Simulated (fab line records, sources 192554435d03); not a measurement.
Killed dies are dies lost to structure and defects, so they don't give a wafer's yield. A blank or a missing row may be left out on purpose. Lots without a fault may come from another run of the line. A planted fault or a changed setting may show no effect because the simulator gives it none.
Problem report in the 8D (eight disciplines) form, filled by code | flow n5_finfet | the parts of the form that need people (team, actions taken, sign-off) are left out

1. THE PROBLEM
spin_speed_rpm at N5_MOL_CONTACT_COAG_COAT_58 reads a mean of 1624.1 rpm on 6 wafers of 2 lots; wafers without a fault read 1499.9 rpm with a standard deviation of 0.97. That is +99 or more standard deviations from the usual mean.
The step: time 60 s, resist thk 10 nm.
First seen on wafer L935.1, day 6 13:17, on litho_track-03. The record holds 12 wafers of 4 lots with a number at this step. Rule for "out", or "out of limits": more than 4 standard deviations from the usual mean. The other wafers with a number count as sound.

2. WHAT IT IS AND WHAT IT IS NOT
question                    | is                     | is not
which readings at this step | spin_speed_rpm         | plate_temp_C
which lots                  | L935, L936             | L927, L946
which wafers of those lots  | all that have a number | -
read on which tools         | litho_track-03         | litho_track-01
when                        | from day 6 13:17       | up to then (3 sound wafers); but 3 sound wafers of L946 came after

3. SUSPECTS, AND WHAT RULES EACH OUT
Counting: a tool at a process step up to the reading stays a suspect if it ran every lot that is out and no sound lot after the first of them.
- litho_track-03 at N5_MOL_CONTACT_COAG_COAT_58 (time 60 s, resist thk 10 nm): kept. It ran every lot that is out, first L935 (day 6 13:17), and no sound lot after that; its last sound lot up to then is L927 (day 4 20:17). Its own readings are out on those wafers: spin_speed_rpm.
Left after counting: litho_track-03 at N5_MOL_CONTACT_COAG_COAT_58.

4. THE CAUSE (what the simulator had put in)
Process parameter drift: litho_track-03, from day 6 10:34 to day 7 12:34, at N5_MOL_CONTACT_COAG_COAT_58. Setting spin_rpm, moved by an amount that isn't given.
Counting left only this tool.

5. THE CHAIN OF EFFECTS, in route order
Each row: a reading whose mean over the struck wafers that have a number lies more than 3 standard deviations from the usual. Only readings for which the record gives a usual standard deviation are gone through. hours: the time from each lot's start at the first step in this table that gives one to its start at this step, as a median over the lots. sigmas: the change in usual standard deviations.
hours | step                        | reading        | usual      | on struck wafers | change | sigmas
0     | N5_MOL_CONTACT_COAG_COAT_58 | spin_speed_rpm | 1499.9 rpm | 1624.1           | +124.2 | +99 or more
The process steps in it:
- N5_MOL_CONTACT_COAG_COAT_58: time 60 s, resist thk 10 nm.
Later measuring or inspecting steps at which every struck wafer that the step has a row for has a number for every such reading, and none has moved that far: N5_BEOL_M4_RC_MEAS_101.

6. WHAT WOULD HAVE CAUGHT IT SOONER
In this record the first reading out of limits was taken at day 6 13:17, 3 hours after the fault began at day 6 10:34.
